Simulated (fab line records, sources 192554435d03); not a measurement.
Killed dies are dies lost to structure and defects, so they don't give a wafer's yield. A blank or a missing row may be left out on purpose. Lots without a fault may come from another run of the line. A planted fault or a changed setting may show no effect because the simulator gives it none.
Split-lot experiment | flow n5_finfet | 7 lots, 21 wafers read, on a route of 1938 steps

THE SPLIT
At N5_BEOL_M5_COAT_05 (resist thk 30 nm), the setting spin_rpm was moved away from the recipe's 1500 rpm on 6 of the 21 wafers read, by -5.3% to +6.5%. The other wafers ran this setting at the recipe's value.

FROM THE SPLIT TO THE READING: what the file shows between them, 4 steps
- N5_BEOL_M5_EBR_07
- N5_BEOL_M5_SOFTBAKE_06: time 60 s
- N5_BEOL_M5_EXPOSE_08: exposes mask M5, target cd 28 nm
- N5_BEOL_M5_PEB_09: peb time 60 s

THE READING
CAR-EUV_of_BEOL_M5_COAT_05.thk_nm (the simulator's own value, which no gauge read), in nm, at N5_BEOL_M5_DEVELOP_10 (develop time 30 s). The file gives no usual value for it. The 15 wafers here that ran the recipe average 29.6 nm, standard deviation 0.088 nm.

wafer  | tool, chamber at the split | spin_rpm as run, rpm | against the recipe | CAR-EUV_of_BEOL_M5_COAT_05.thk_nm, nm | against lot-mates on the recipe
L074.1 | litho_track-02, 0          | 1500                 | recipe             | 29.6                                  | -
L074.3 | litho_track-02, 0          | 1500                 | recipe             | 29.6                                  | -
L074.5 | litho_track-02, 0          | 1424                 | -5.1%              | 30.4                                  | +0.8
L078.2 | litho_track-02, 0          | 1500                 | recipe             | 29.4                                  | -
L078.3 | litho_track-02, 0          | 1500                 | recipe             | 29.6                                  | -
L078.6 | litho_track-02, 0          | 1500                 | recipe             | 29.6                                  | -
L086.2 | litho_track-04, 0          | 1500                 | recipe             | 29.6                                  | -
L086.4 | litho_track-04, 0          | 1500                 | recipe             | 29.6                                  | -
L086.6 | litho_track-04, 0          | 1500                 | recipe             | 29.6                                  | -
L088.3 | litho_track-02, 0          | 1500                 | recipe             | 29.8                                  | -
L088.5 | litho_track-02, 0          | 1598                 | +6.5%              | 28.8                                  | -0.9
L088.6 | litho_track-02, 0          | 1500                 | recipe             | 29.6                                  | -
L090.2 | litho_track-05, 0          | 1569                 | +4.6%              | 29                                    | -0.5
L090.4 | litho_track-05, 0          | 1500                 | recipe             | 29.6                                  | -
L090.6 | litho_track-05, 0          | 1500                 | recipe             | 29.4                                  | -
L091.2 | litho_track-05, 0          | 1420                 | -5.3%              | 30.4                                  | +0.8
L091.4 | litho_track-05, 0          | 1500                 | recipe             | 29.6                                  | -
L091.6 | litho_track-05, 0          | 1500                 | recipe             | 29.6                                  | -
L095.1 | litho_track-02, 0          | 1428                 | -4.8%              | 30.4                                  | +0.8
L095.5 | litho_track-02, 0          | 1428                 | -4.8%              | 30.4                                  | +0.8
L095.3 | litho_track-02, 0          | 1500                 | recipe             | 29.6                                  | -

THE FIT
A straight line over all 21 wafers: CAR-EUV_of_BEOL_M5_COAT_05.thk_nm changes by -0.145 nm for each +1% of spin_rpm; r = -0.98; the points scatter about the line by 0.094 nm.
The same after taking each lot's own level away (the mean of its wafers on the recipe; 21 wafers): -0.146 nm for each +1%; r = -0.98; scatter 0.076 nm.
On that fit, the largest move of spin_rpm shifts the reading by 0.95 nm.
The lots' own levels span 29.50 to 29.70 nm, that is 2.3 times the standard deviation above.
So the lot-to-lot level changes the slope little: the two slopes agree.
Check: with one of the wafers moved furthest among these (+6.5%) left out of the fit, the line predicts -0.947 nm for it against its lot-mates. It came out at -0.9 nm against them.

THE WHOLE CHAIN: every reading that the file lists as answering this split, in the file's order
step                  | what it does      | reading                                                                            | change (the file's fit)               | r (the file's)
N5_BEOL_M5_COAT_05    | resist thk 30 nm  | CAR-EUV_of_BEOL_M5_COAT_05.thk_nm (the simulator's own value, which no gauge read) | -0.146 nm for each +1% of the setting | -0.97
N5_BEOL_M5_DEVELOP_10 | develop time 30 s | CAR-EUV_of_BEOL_M5_COAT_05.thk_nm (the simulator's own value, which no gauge read) | -0.144 nm for each +1% of the setting | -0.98

THE FILE'S OWN FIT
CAR-EUV_of_BEOL_M5_COAT_05.thk_nm changes by -0.144 nm for each +1% of spin_rpm, r = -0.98.
